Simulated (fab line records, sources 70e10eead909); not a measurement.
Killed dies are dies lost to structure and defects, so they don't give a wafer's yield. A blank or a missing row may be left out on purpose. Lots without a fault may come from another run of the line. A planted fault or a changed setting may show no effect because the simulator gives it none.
One fault seen from 2 desks | flow nand_harc | each desk has only its own numbers; what lay behind them comes last

THE TOOL OWNER'S DESK: pecvd_onon-02
The tool's own readings at NHARC_A_ONON_D1_DEP_28 (target thk 1000 nm): means of the sampled wafers that have a number, for each lot that ran on this tool. A lot is out of limits, marked OUT, if its mean lies more than 4 standard deviations from the usual mean; the brackets give that distance.
Columns: A = n2_flow_sccm at NHARC_A_ONON_D1_DEP_28, usual 2748 sccm; B = n2o_flow_sccm at NHARC_A_ONON_D1_DEP_28, usual 2000 sccm
lot  | first seen here | A    | B
L228 | day 8 03:26     | 2746 | 1998
L231 | day 9 10:57     | 2752 | 2004
L234 | day 10 15:25    | 2748 | 1994
L240 | day 13 01:34    | 2750 | 1999
L241 | day 14 04:32    | 2741 | 2000
L250 | day 17 09:16    | 2751 | 1998
L251 | day 17 19:24    | 2741 | 1997
This desk's finding: nothing out of limits on any of the 7 lots.

THE METROLOGY DESK
What the gauges read, lot by lot, whatever tool the lot ran on: means of the sampled wafers that have a number. A lot is out of limits, marked OUT, if its mean lies more than 4 standard deviations from the usual mean; the brackets give that distance.
Columns: A = thk_nm at NHARC_A_ONON_D1_THK_MEAS_30, usual 1005 nm
lot  | first seen here | A
L228 | day 8 03:56     | 1006
L229 | day 8 14:31     | 1017
L230 | day 9 01:05     | 1008
L231 | day 9 11:17     | 983
L232 | day 9 21:16     | 1009
L234 | day 10 15:56    | 992
L237 | day 12 15:00    | 998
L240 | day 13 02:04    | 850 (-16) OUT
L241 | day 14 04:59    | 605 (-40) OUT
L246 | day 15 19:17    | 1009
L248 | day 16 15:10    | 1000
L250 | day 17 09:47    | 995
L251 | day 17 19:51    | 1026
This desk's finding: out of limits on L240, L241; first on L240, day 13 02:04 (thk_nm at NHARC_A_ONON_D1_THK_MEAS_30). In limits: L228, L229, L230, L231, L232, L234, L237, L246, L248, L250, L251.

PUT TOGETHER
The metrology desk could have raised an alarm at day 13 02:04, on L240, L241.
The tool owner's desk saw nothing out of limits.
The tool owner's desk has L240, L241 on record, within its limits.
Of the lots named, all ran NHARC_A_ONON_D1_DEP_28 on pecvd_onon-02.

WHAT THE SIMULATOR HAD PUT IN
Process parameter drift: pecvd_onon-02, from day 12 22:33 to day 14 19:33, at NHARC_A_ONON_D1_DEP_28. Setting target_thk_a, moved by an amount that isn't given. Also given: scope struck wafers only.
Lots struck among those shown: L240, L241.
Hours from the fault's start to each desk's first reading out of limits: the metrology desk, 4.
